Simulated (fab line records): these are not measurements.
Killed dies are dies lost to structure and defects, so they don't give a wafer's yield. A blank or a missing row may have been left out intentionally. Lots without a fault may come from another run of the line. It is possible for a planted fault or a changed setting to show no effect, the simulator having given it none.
Which tool did it? -- flow nandHarc -- 24 lots with 72 wafers sampled at 4 steps, on a route of 1302 steps

== WHAT THE GAUGES READ, wafer by wafer ==
NHARC_A_SLIT_OVL_MEAS_10.
lot,measured,on,overlayXNm (nm),overlayYNm (nm)
L074,day 20 11:13,overlay-01,0.4 0.3 0.5,-1.6 -1.7 -1.2
L076,day 20 11:22,overlay-01,-0.4 -0.1 -0.6,0.1 -0.4 -0.7
L075,day 20 12:31,overlay-01,0.3 0.1 0.4,-0.4 -0.7 -0.4
L077,day 20 22:52,overlay-02,1.4 1.2 1.4,0.0 0.1 0.2
L078,day 21 18:20,overlay-01,0.0 0.4 -0.1,0.8 0.1 0.2
L079,day 21 23:30,overlay-01,-1.5 -1.7 -1.2,-0.5 -0.2 -0.2
L080,day 23 00:08,overlay-02,0.0 -0.1 -0.1,-0.1 0.0 0.4
L081,day 23 14:13,overlay-01,0.0 -0.2 -0.6,1.1 0.5 0.5
L084,day 23 22:17,overlay-01,0.2 0.5 0.6,-0.2 0.0 0.0
L082,day 23 20:35,overlay-02,0.1 -0.2 0.2,-0.1 0.5 1.1
L083,day 23 22:16,overlay-02,-0.5 -0.3 0.4,-0.6 -0.8 -0.7
L086,day 24 08:30,overlay-01,0.8 1.1 1.0,-0.4 0.0 -0.1
L085,day 24 18:49,overlay-01,0.4 0.6 0.3,-1.4 -1.2 -1.6
L087,day 24 18:19,overlay-01,-1.4 -1.5 -0.8,0.6 -0.3 -0.5
L088,day 26 05:53,overlay-01,-0.2 -0.7 -0.2,-0.9 -0.1 -1.0
L089,day 26 06:04,overlay-02,0.0 -0.5 -0.4,-0.1 -0.2 0.0
L091,day 26 21:53,overlay-01,0.2 1.9 1.2,-0.5 0.5 0.6
L090,day 26 22:13,overlay-02,-2.3 -2.1 -2.2,1.1 1.3 0.6
L092,day 27 09:05,overlay-02,1.6 1.5 1.2,-0.1 -0.5 0.3
L093,day 28 08:26,overlay-02,-0.2 -0.4 0.1,-0.9 -0.9 -1.1
L094,day 28 11:31,overlay-02,-0.1 0.0 0.1,-2.3 -1.6 -1.1
L095,day 29 03:05,overlay-02,-0.1 -0.6 -0.7,0.4 0.3 0.2
L096,day 29 00:29,overlay-01,0.5 0.4 0.5,1.8 2.2 2.4
L097,day 29 19:11,overlay-02,0.4 0.0 0.3,-1.6 -0.9 -0.7

== TOOL THAT RAN EACH LOT (tool first, then ch and the chambers of the sampled wafers, then the start) ==
lot,NHARC_A_STAIRCASE_STRIP_446,NHARC_A_SGD_CUT_ETCH_15,NHARC_A_SGD_CUT_STRIP_17
L074,"plasmaAsher-01 ch 0,1, day 19 17:32","rieDiel-09 ch 0,1,3, day 20 11:13 or earlier","rieDiel-09 ch 0,1,2, day 20 11:13 or earlier"
L076,"plasmaAsher-02 ch 0,1, day 19 21:24","rieDiel-12 ch 1,2, day 20 11:22 or earlier","rieDiel-12 ch 0,1, day 20 11:22 or earlier"
L075,"plasmaAsher-02 ch 0,1, day 19 22:12","rieDiel-10 ch 0,1, day 20 12:31 or earlier","rieDiel-10 ch 0,1, day 20 12:31 or earlier"
L077,"plasmaAsher-01 ch 0,1, day 20 07:28","rieDiel-10 ch 0,1,3, day 20 22:52 or earlier","rieDiel-10 ch 0,2,3, day 20 22:52 or earlier"
L078,"plasmaAsher-02 ch 0,1, day 20 21:47","rieDiel-09 ch 0,1,3, day 21 18:20 or earlier","rieDiel-09 ch 0,2,3, day 21 18:20 or earlier"
L079,"plasmaAsher-02 ch 0,1, day 21 07:53","rieDiel-10 ch 0,1,3, day 21 23:30 or earlier","rieDiel-10 ch 1,2,3, day 21 23:30 or earlier"
L080,"plasmaAsher-02 ch 0,1, day 22 07:50","rieDiel-12 ch 0,1,3, day 23 00:08 or earlier","rieDiel-12 ch 0,1, day 23 00:08 or earlier"
L081,"plasmaAsher-02 ch 0,1, day 22 20:47","rieDiel-12 ch 0,2,3, day 23 14:13 or earlier","rieDiel-12 ch 0,2, day 23 14:13 or earlier"
L084,"plasmaAsher-01 ch 0,1, day 23 04:41","rieDiel-09 ch 2,3, day 23 22:17 or earlier","rieDiel-09 ch 0,2,3, day 23 22:17 or earlier"
L082,"plasmaAsher-02 ch 0,1, day 23 04:47","rieDiel-12 ch 2,3, day 23 20:35 or earlier","rieDiel-12 ch 1,2,3, day 23 20:35 or earlier"
L083,"plasmaAsher-01 ch 0,1, day 23 07:39","rieDiel-10 ch 0,1,2, day 23 22:16 or earlier","rieDiel-10 ch 1,2,3, day 23 22:16 or earlier"
L086,"plasmaAsher-01 ch 0,1, day 23 16:05","rieDiel-10 ch 1,2,3, day 24 08:30 or earlier","rieDiel-10 ch 1,2,3, day 24 08:30 or earlier"
L085,"plasmaAsher-01 ch 0,1, day 24 02:03","rieDiel-10 ch 0,2,3, day 24 18:49 or earlier","rieDiel-10 ch 0,1,3, day 24 18:49 or earlier"
L087,"plasmaAsher-01 ch 0,1, day 24 02:46","rieDiel-09 ch 0,2,3, day 24 18:19 or earlier","rieDiel-09 ch 0,1,3, day 24 18:19 or earlier"
L088,"plasmaAsher-01 ch 0,1, day 25 12:38","rieDiel-09 ch 1,2, day 26 05:53 or earlier","rieDiel-09 ch 0,1,3, day 26 05:53 or earlier"
L089,"plasmaAsher-02 ch 0,1, day 25 12:59","rieDiel-12 ch 0,1, day 26 06:04 or earlier","rieDiel-12 ch 0,2, day 26 06:04 or earlier"
L091,"plasmaAsher-01 ch 0,1, day 25 23:38","rieDiel-09 ch 1,2,3, day 26 21:53 or earlier","rieDiel-09 ch 1,2,3, day 26 21:53 or earlier"
L090,"plasmaAsher-02 ch 0,1, day 25 23:47","rieDiel-09 ch 0,2,3, day 26 22:13 or earlier","rieDiel-09 ch 0,1,3, day 26 22:13 or earlier"
L092,"plasmaAsher-01 ch 1, day 26 11:38","rieDiel-09 ch 1,2, day 27 09:05 or earlier","rieDiel-09 ch 1,3, day 27 09:05 or earlier"
L093,"plasmaAsher-01 ch 0,1, day 27 15:44","rieDiel-09 ch 1,2,3, day 28 08:26 or earlier","rieDiel-09 ch 0,1,2, day 28 08:26 or earlier"
L094,"plasmaAsher-02 ch 0,1, day 27 19:23","rieDiel-10 ch 1,2, day 28 11:31 or earlier","rieDiel-10 ch 0,1,2, day 28 11:31 or earlier"
L095,"plasmaAsher-01 ch 0,1, day 28 06:29","rieDiel-12 ch 0,1,2, day 29 03:05 or earlier","rieDiel-12 ch 0,2,3, day 29 03:05 or earlier"
L096,"plasmaAsher-02 ch 0,1, day 28 06:35","rieDiel-09 ch 0,2, day 29 00:29 or earlier","rieDiel-09 ch 1,2, day 29 00:29 or earlier"
L097,"plasmaAsher-02 ch 0,1, day 29 03:10","rieDiel-12 ch 0,1,2, day 29 19:11 or earlier","rieDiel-12 ch 0,1,2, day 29 19:11 or earlier"
- NHARC_A_STAIRCASE_STRIP_446: strips in O2.
- NHARC_A_SGD_CUT_ETCH_15: etches the open film in CH3F/O2, target depth 75 nm, time 64.3 s.
- NHARC_A_SGD_CUT_STRIP_17: strips in O2.

== WHAT THE TOOLS THEMSELVES READ (means of the sampled wafers that have a number; where no wafer has one, the mark that the record gives instead) ==
NHARC_A_STAIRCASE_STRIP_446.
lot,tool,drypumpMotorCurrentA (A),heaterPowerW (W),tempC (C)
L074,plasmaAsher-01,6.0,352,249.62
L076,plasmaAsher-02,5.2,413,249.93
L075,plasmaAsher-02,5.2,416,249.91
L077,plasmaAsher-01,6.0,368,250.10
L078,plasmaAsher-02,5.2,407,250.00
L079,plasmaAsher-02,5.1,415,249.94
L080,plasmaAsher-02,5.1,419,250.11
L081,plasmaAsher-02,5.1,418,250.04
L084,plasmaAsher-01,6.0,372,249.97
L082,plasmaAsher-02,5.1,412,249.96
L083,plasmaAsher-01,6.0,369,250.02
L086,plasmaAsher-01,6.1,342,249.79
L085,plasmaAsher-01,6.0,371,250.26
L087,plasmaAsher-01,6.0,346,249.92
L088,plasmaAsher-01,6.0,369,250.14
L089,plasmaAsher-02,5.2,410,249.98
L091,plasmaAsher-01,6.0,368,249.99
L090,plasmaAsher-02,5.2,413,250.00
L092,plasmaAsher-01,5.9,403,249.93
L093,plasmaAsher-01,6.0,340,250.16
L094,plasmaAsher-02,5.2,389,249.97
L095,plasmaAsher-01,6.0,372,250.07
L096,plasmaAsher-02,5.1,411,249.99
L097,plasmaAsher-02,5.1,415,250.01

NHARC_A_SGD_CUT_ETCH_15.
lot,tool,drypumpMotorCurrentA (A),oesProductAu (a.u.),rfVppV (V),showerheadPlenumPTorr (Torr),throttleValvePct (%)
L074,rieDiel-09,5.7,0.960,264.3,2.49,20.648
L076,rieDiel-12,6.2,0.983,262.7,2.41,20.673
L075,rieDiel-10,5.7,0.977,262.9,2.40,20.668
L077,rieDiel-10,5.7,0.967,263.4,2.39,20.666
L078,rieDiel-09,5.6,0.957,264.0,2.49,20.658
L079,rieDiel-10,5.7,0.966,262.5,2.39,20.662
L080,rieDiel-12,5.9,0.968,263.1,2.48,20.659
L081,rieDiel-12,5.9,0.926,264.3,2.46,20.669
L084,rieDiel-09,5.0,0.946,263.7,2.46,20.669
L082,rieDiel-12,6.3,0.949,263.4,2.40,20.666
L083,rieDiel-10,5.5,0.967,263.9,2.46,20.663
L086,rieDiel-10,5.4,0.969,264.8,2.45,20.659
L085,rieDiel-10,5.8,0.964,263.6,2.45,20.661
L087,rieDiel-09,5.3,0.941,264.7,2.47,20.663
L088,rieDiel-09,6.0,0.921,265.4,2.59,20.660
L089,rieDiel-12,5.5,0.973,264.5,2.50,20.663
L091,rieDiel-09,5.5,0.923,264.6,2.52,20.662
L090,rieDiel-09,5.3,0.920,263.3,2.47,20.656
L092,rieDiel-09,5.6,0.957,265.7,2.57,20.653
L093,rieDiel-09,5.5,0.964,264.8,2.52,20.661
L094,rieDiel-10,5.2,0.965,264.2,2.52,20.656
L095,rieDiel-12,5.8,0.925,263.7,2.44,20.659
L096,rieDiel-09,5.6,0.944,264.2,2.47,20.663
L097,rieDiel-12,5.8,0.983,263.2,2.44,20.658

NHARC_A_SGD_CUT_STRIP_17.
lot,tool,drypumpMotorCurrentA (A),oesProductAu (a.u.),rfVppV (V),showerheadPlenumPTorr (Torr),throttleValvePct (%)
L074,rieDiel-09,5.8,0.996,58.3,3.64,17.044
L076,rieDiel-12,5.8,1.005,58.1,3.54,17.045
L075,rieDiel-10,5.4,1.004,57.0,3.44,17.031
L077,rieDiel-10,5.8,0.999,58.8,3.53,17.036
L078,rieDiel-09,5.3,0.992,58.1,3.55,17.041
L079,rieDiel-10,5.4,0.987,58.1,3.52,17.035
L080,rieDiel-12,5.8,1.007,57.8,3.54,17.038
L081,rieDiel-12,5.5,1.003,57.8,3.55,17.043
L084,rieDiel-09,5.3,0.996,58.4,3.54,17.045
L082,rieDiel-12,6.3,1.009,56.7,3.48,17.035
L083,rieDiel-10,5.5,1.003,57.9,3.52,17.038
L086,rieDiel-10,5.4,0.988,57.7,3.52,17.044
L085,rieDiel-10,5.7,0.988,57.7,3.43,17.019
L087,rieDiel-09,5.6,1.002,57.5,3.56,17.036
L088,rieDiel-09,5.6,0.993,58.1,3.56,17.048
L089,rieDiel-12,5.5,1.009,57.9,3.55,17.044
L091,rieDiel-09,5.5,1.001,58.3,3.62,17.040
L090,rieDiel-09,5.6,0.999,57.0,3.56,17.039
L092,rieDiel-09,5.4,0.993,57.2,3.56,17.032
L093,rieDiel-09,5.8,0.995,58.5,3.63,17.032
L094,rieDiel-10,5.5,0.978,58.1,3.52,17.039
L095,rieDiel-12,5.9,1.010,57.9,3.53,17.026
L096,rieDiel-09,5.6,1.007,58.6,3.69,17.028
L097,rieDiel-12,5.8,1.008,57.4,3.50,17.030

== THE ANSWER, worked out from the rows above alone ==
Rule: usual is defined by the lots themselves. The widest of any qualifying gaps counts: lots, ordered by their means at a reading, are off when they make up no more than a third of the lots, leave a main group of 4 or more, and stand apart from it by 3 or more times the standard deviation of that group's means. A main group is skipped when, at the precision printed for the reading in the tables above, its means are all equal. Also off: a lot with no number at a reading for which 4 or more lots have one. All remaining lots with rows at the step are treated as sound. The gauges are gone through in route order, then the tools' own readings, and for those a lot's mean is taken as printed above. The first step at which some lot is off is used, and at that step the reading that is off furthest; a lot without a number counts as furthest.
None of the lots is off at any reading shown; this tells nothing.

== WHAT THE SIMULATOR HAD INSERTED ==
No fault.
